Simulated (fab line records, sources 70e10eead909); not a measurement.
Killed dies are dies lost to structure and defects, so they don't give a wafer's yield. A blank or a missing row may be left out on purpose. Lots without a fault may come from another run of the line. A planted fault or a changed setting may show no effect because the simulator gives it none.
Chamber matching | flow nand_harc | NHARC_A_STAIRCASE_ALD_420 on ald_hk-03: 4 sister chambers
The step deposits SiO2, target thk 20 nm, pulse time 6 s, ald cycles 200. 24 wafers are shown with their chamber, then 12 later ones without.

WAFERS WITH THEIR CHAMBER
wafer  | chamber | heater_power_w (W) | precursor_pulse_height_rel
L075.2 | 1       | 503                | 1.026
L075.3 | 3       | 563                | 1.011
L075.4 | 2       | 527                | 0.973
L074.1 | 1       | 500                | 1.004
L074.4 | 2       | 531                | 1.001
L074.5 | 2       | 528                | 1.014
L077.1 | 2       | 537                | 1.006
L077.4 | 1       | 503                | 0.971
L077.5 | 0       | 451                | 1.016
L078.3 | 3       | 574                | 1.013
L078.5 | 2       | 542                | 1.017
L078.6 | 3       | 574                | 0.991
L081.2 | 0       | 454                | 1.003
L081.4 | 3       | 561                | 1.011
L081.5 | 0       | 457                | 0.998
L084.1 | 1       | 519                | 1.049
L084.2 | 0       | 455                | 0.994
L084.4 | 2       | 522                | 1.010
L086.1 | 0       | 451                | 0.970
L086.3 | 2       | 481                | 0.977
L086.6 | 2       | 486                | 1.020
L090.1 | 2       | 478                | 0.984
L090.3 | 0       | 436                | 1.002
L090.4 | 1       | 475                | 0.970

SIGNATURES (means of the wafers above)
reading                    | chamber 0 | chamber 1 | chamber 2 | chamber 3 | scatter within a chamber
heater_power_w             | 450.67    | 500.00    | 514.67    | 568.00    | 18.2
precursor_pulse_height_rel | 0.99717   | 1.00400   | 1.00022   | 1.00650   | 0.0209
Rule: a wafer's distance from a chamber is the root of the sum, over the readings, of the square of ((its reading less the chamber's mean) divided by the reading's scatter). The wafer belongs to the nearest chamber; if the next one is less than 2 further off, it can't be placed. The scatter: the root of (the sum of the squares of (reading less its chamber's mean) over the shown wafers, divided by (wafers less chambers)).

WAFERS WITHOUT THEIR CHAMBER
wafer  | heater_power_w (W) | precursor_pulse_height_rel
L092.3 | 542                | 0.968
L092.5 | 548                | 0.995
L092.6 | 467                | 0.968
L096.3 | 472                | 1.012
L096.4 | 457                | 0.985
L096.6 | 544                | 0.976
L095.2 | 547                | 1.003
L095.3 | 472                | 0.988
L095.5 | 552                | 0.977
L097.2 | 477                | 1.033
L097.4 | 436                | 0.980
L097.5 | 552                | 0.997

WHICH CHAMBER EACH WENT THROUGH
wafer  | from the rows above          | in truth
L092.3 | can't be placed: 2 or 3 or 1 | 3
L092.5 | can't be placed: 3 or 2 or 1 | 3
L092.6 | can't be placed: 0 or 1 or 2 | 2
L096.3 | can't be placed: 0 or 1 or 2 | 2
L096.4 | can't be placed: 0 or 1      | 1
L096.6 | can't be placed: 3 or 2 or 1 | 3
L095.2 | can't be placed: 3 or 2 or 1 | 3
L095.3 | can't be placed: 0 or 1 or 2 | 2
L095.5 | can't be placed: 3 or 2 or 1 | 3
L097.2 | can't be placed: 1 or 0 or 2 | 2
L097.4 | 0                            | 0
L097.5 | can't be placed: 3 or 2 or 1 | 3
Placed correctly: 1 of 12. Can't be placed from these rows: 11 (the true chamber is among the candidates in 11). Placed wrongly: 0.
